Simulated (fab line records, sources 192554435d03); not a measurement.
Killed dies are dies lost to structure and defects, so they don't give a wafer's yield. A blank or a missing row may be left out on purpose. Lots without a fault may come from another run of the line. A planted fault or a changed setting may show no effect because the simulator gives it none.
Chamber matching | flow n5_finfet | N5_SD_EPI_P_ETCH_36 on rie_diel-04: 4 sister chambers
The step etches SiARC in CF4, target depth 45.5 nm, time 75.8 s. 4 wafers are shown with their chamber, then 12 later ones without.

WAFERS WITH THEIR CHAMBER
wafer  | chamber | throttle_valve_pct (%)
L085.2 | 2       | 16.12
L088.5 | 0       | 15.50
L089.4 | 1       | 15.67
L089.6 | 3       | 15.93

WAFERS WITHOUT THEIR CHAMBER
wafer  | throttle_valve_pct (%)
L090.1 | 15.93
L090.5 | 15.70
L090.6 | 15.53
L091.1 | 15.64
L091.2 | 15.52
L091.4 | 15.92
L094.4 | 15.96
L094.5 | 15.72
L094.6 | 15.54
L097.1 | 15.67
L097.3 | 15.95
L097.6 | 15.96

WHICH CHAMBER EACH WENT THROUGH
wafer  | from the rows above | in truth
L090.1 | 3                   | 3
L090.5 | 1                   | 1
L090.6 | 0                   | 0
L091.1 | 1                   | 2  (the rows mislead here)
L091.2 | 0                   | 0
L091.4 | 3                   | 3
L094.4 | 3                   | 3
L094.5 | 1                   | 1
L094.6 | 0                   | 0
L097.1 | 1                   | 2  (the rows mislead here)
L097.3 | 3                   | 3
L097.6 | 3                   | 3
Placed correctly: 10 of 12. Can't be placed from these rows: 0. Placed wrongly: 2.
How it was worked out, from the rows above alone: a wafer's distance from a chamber is the root of the sum, over the readings, of the square of ((its reading less the chamber's mean) divided by the reading's scatter). The wafer belongs to the nearest chamber; if the next one is less than 2 further off, it can't be placed. A chamber's mean is the mean of its shown wafers. The scatter: with one shown wafer a chamber, the root of the mean of the squares of how far each hidden wafer lies from its nearest shown one.
